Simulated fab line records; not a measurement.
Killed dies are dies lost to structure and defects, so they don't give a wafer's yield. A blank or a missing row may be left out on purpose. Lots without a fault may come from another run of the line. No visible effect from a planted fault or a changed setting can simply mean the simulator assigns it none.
Matching of chambers ; flow nand_harc ; ald_metal-01 running NHARC_A_WL_FILL_ALD_19: 4 sister chambers
The step deposits TiN, target thk 2 nm, pulse time 3 s, ald cycles 100. 4 wafers are shown with their chamber, then 8 later ones without.

== WAFERS WITH THEIR CHAMBER ==
wafer;chamber;heater_power_w (W)
L087.1;2;1043
L087.5;0;1170
L087.6;3;1070
L088.2;1;1027

== WAFERS WITHOUT THEIR CHAMBER ==
wafer;heater_power_w (W)
L088.3;1199
L088.6;1190
L093.1;1087
L093.2;1181
L093.4;1049
L095.1;1056
L095.3;1035
L095.4;1091

== WHICH CHAMBER EACH ONE RAN IN ==
wafer;from the rows above;in truth
L088.3;0;0
L088.6;0;0
L093.1;can't be placed: 3 or 2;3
L093.2;0;0
L093.4;can't be placed: 2 or 3 or 1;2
L095.1;can't be placed: 2 or 3 or 1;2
L095.3;can't be placed: 1 or 2 or 3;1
L095.4;can't be placed: 3 or 2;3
Correct placement for 3 of the 8. From these rows, 5 cannot be placed; in 5 the true chamber is one of the candidates. 0 placed wrongly.
How it was worked out, from the rows above alone: a wafer's distance from a chamber is the root of the sum, over the readings, of the square of ((its reading less the chamber's mean) divided by the reading's scatter). If the next closest chamber is less than 2 further off than the closest, the wafer can't be placed; otherwise it belongs to the closest. A chamber's mean is the mean of its shown wafers. The scatter (one wafer shown for each chamber): square how far every hidden wafer sits from the nearest shown wafer, average those squares and take the square root.
